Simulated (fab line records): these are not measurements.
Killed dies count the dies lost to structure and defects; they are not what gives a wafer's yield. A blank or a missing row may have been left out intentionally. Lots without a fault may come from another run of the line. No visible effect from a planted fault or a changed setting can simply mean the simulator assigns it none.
Chamber matching | flow n5-finfet | N5_BEOL_M9_STRIP_36 on rie-diel-01 has 4 sister chambers
The step strips in N2/H2. 22 wafers are shown with their chamber, then 11 later ones without.

== WAFERS, EACH WITH ITS CHAMBER ==
wafer  | chamber | showerhead-plenum-p-Torr (Torr) | oes-product-au (a.u.) | drypump-motor-current-A (A)
L078.2 | 3       | 2.43                            | 0.70                  | 5.7
L078.5 | 1       | 2.52                            | 0.71                  | 5.6
L078.6 | 3       | 2.43                            | 0.71                  | 5.7
L080.2 | 3       | 2.43                            | 0.70                  | 5.7
L080.5 | 1       | 2.52                            | 0.71                  | 5.6
L080.6 | 0       | 2.55                            | 0.79                  | 5.3
L085.1 | 0       | 2.54                            | 0.79                  | 5.3
L085.2 | 1       | 2.52                            | 0.70                  | 5.5
L085.6 | 1       | 2.52                            | 0.70                  | 5.5
L083.1 | 3       | 2.42                            | 0.70                  | 5.7
L083.3 | 0       | 2.54                            | 0.79                  | 5.3
L083.4 | 3       | 2.42                            | 0.70                  | 5.7
L086.3 | 3       | 2.42                            | 0.70                  | 5.6
L086.4 | 1       | 2.52                            | 0.70                  | 5.5
L086.5 | 3       | 2.42                            | 0.70                  | 5.7
L089.2 | 0       | 2.54                            | 0.77                  | 5.3
L089.3 | 2       | 2.50                            | 0.97                  | 5.4
L089.5 | 2       | 2.49                            | 0.98                  | 5.4
L091.1 | 0       | 2.54                            | 0.77                  | 5.3
L091.2 | 2       | 2.49                            | 0.93                  | 5.4
L091.3 | 3       | 2.42                            | 0.68                  | 5.7
L093.2 | 2       | 2.49                            | 0.92                  | 5.4

SIGNATURES (means of the wafers above)
reading                  | chamber 0 | chamber 1 | chamber 2 | chamber 3 | scatter within a chamber
showerhead-plenum-p-Torr | 2.5420    | 2.5200    | 2.4925    | 2.4238    | 0.00436
oes-product-au           | 0.7820    | 0.7040    | 0.9500    | 0.6987    | 0.0143
drypump-motor-current-A  | 5.300     | 5.540     | 5.400     | 5.688     | 0.034
Rule: distance of a wafer from a chamber = root of the sum over the readings of ((wafer's reading minus chamber's mean) / reading's scatter) squared. The wafer belongs to the nearest chamber; if the next one is less than 2 further off, it can't be placed. The scatter: the root of (the sum of the squares of (reading less its chamber's mean) over the shown wafers, divided by (wafers less chambers)).

== WAFERS WITHOUT THEIR CHAMBER ==
wafer  | showerhead-plenum-p-Torr (Torr) | oes-product-au (a.u.) | drypump-motor-current-A (A)
L093.3 | 2.41                            | 0.68                  | 5.7
L093.4 | 2.53                            | 0.76                  | 5.3
L097.2 | 2.41                            | 0.69                  | 5.7
L097.4 | 2.49                            | 0.90                  | 5.4
L097.5 | 2.49                            | 0.90                  | 5.3
L096.1 | 2.41                            | 0.69                  | 5.7
L096.2 | 2.50                            | 0.70                  | 5.5
L096.4 | 2.53                            | 0.75                  | 5.3
L095.2 | 2.51                            | 0.69                  | 5.5
L095.3 | 2.53                            | 0.76                  | 5.3
L095.4 | 2.49                            | 0.90                  | 5.4

== WHICH CHAMBER EACH WENT THROUGH ==
wafer  | from the rows above | in truth
L093.3 | 3                   | 3
L093.4 | 0                   | 0
L097.2 | 3                   | 3
L097.4 | 2                   | 2
L097.5 | 2                   | 2
L096.1 | 3                   | 3
L096.2 | 1                   | 1
L096.4 | 0                   | 0
L095.2 | 1                   | 1
L095.3 | 0                   | 0
L095.4 | 2                   | 2
Placed correctly: 11 of 11. Not placeable from these rows: 0. 0 placed wrongly.
